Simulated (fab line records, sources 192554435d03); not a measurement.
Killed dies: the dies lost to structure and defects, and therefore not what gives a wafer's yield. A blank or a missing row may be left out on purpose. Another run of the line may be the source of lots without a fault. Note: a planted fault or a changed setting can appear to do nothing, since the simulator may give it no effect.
Chamber matching || flow n5Finfet || aldSin-03 running N5_BEOL_M0_SAQP_ALD_48: 4 sister chambers
The step deposits SiO2, target thk 20 nm, pulse time 1 s, co reactant pulse time 1 s. 4 wafers are shown with their chamber, then 7 later ones without.

## WAFERS PAIRED WITH THEIR CHAMBERS
{"wafer": "L080.5", "chamber": 1, "heaterPowerOuterW (W)": 41}
{"wafer": "L080.6", "chamber": 0, "heaterPowerOuterW (W)": 36}
{"wafer": "L086.1", "chamber": 3, "heaterPowerOuterW (W)": 42}
{"wafer": "L086.3", "chamber": 2, "heaterPowerOuterW (W)": 37}

## WAFERS WITHOUT THEIR CHAMBER
{"wafer": "L086.5", "heaterPowerOuterW (W)": 36}
{"wafer": "L094.1", "heaterPowerOuterW (W)": 45}
{"wafer": "L094.2", "heaterPowerOuterW (W)": 43}
{"wafer": "L094.5", "heaterPowerOuterW (W)": 37}
{"wafer": "L096.1", "heaterPowerOuterW (W)": 36}
{"wafer": "L096.3", "heaterPowerOuterW (W)": 45}
{"wafer": "L096.4", "heaterPowerOuterW (W)": 42}

## CHAMBER TAKEN BY EACH
{"wafer": "L086.5", "from the rows above": "can't be placed: 0 or 2", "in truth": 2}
{"wafer": "L094.1", "from the rows above": "can't be placed: 3 or 1", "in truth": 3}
{"wafer": "L094.2", "from the rows above": "can't be placed: 3 or 1", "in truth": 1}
{"wafer": "L094.5", "from the rows above": "can't be placed: 2 or 0", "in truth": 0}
{"wafer": "L096.1", "from the rows above": "can't be placed: 0 or 2", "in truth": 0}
{"wafer": "L096.3", "from the rows above": "can't be placed: 3 or 1", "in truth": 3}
{"wafer": "L096.4", "from the rows above": "can't be placed: 3 or 1", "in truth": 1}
Correctly placed: 0 of 7. Cannot be placed on the basis of these rows: 7; the candidates contain the true chamber in 7. Number placed wrongly: 0.
How it was worked out, from the rows above alone: a wafer's distance from a chamber is the root of the sum, over the readings, of the square of ((its reading less the chamber's mean) divided by the reading's scatter). If the next closest chamber is less than 2 further off than the closest, the wafer can't be placed; otherwise it belongs to the closest. A chamber's mean is the mean of its shown wafers. The scatter (one wafer shown for each chamber): square how far every hidden wafer sits from the nearest shown wafer, average those squares and take the square root.
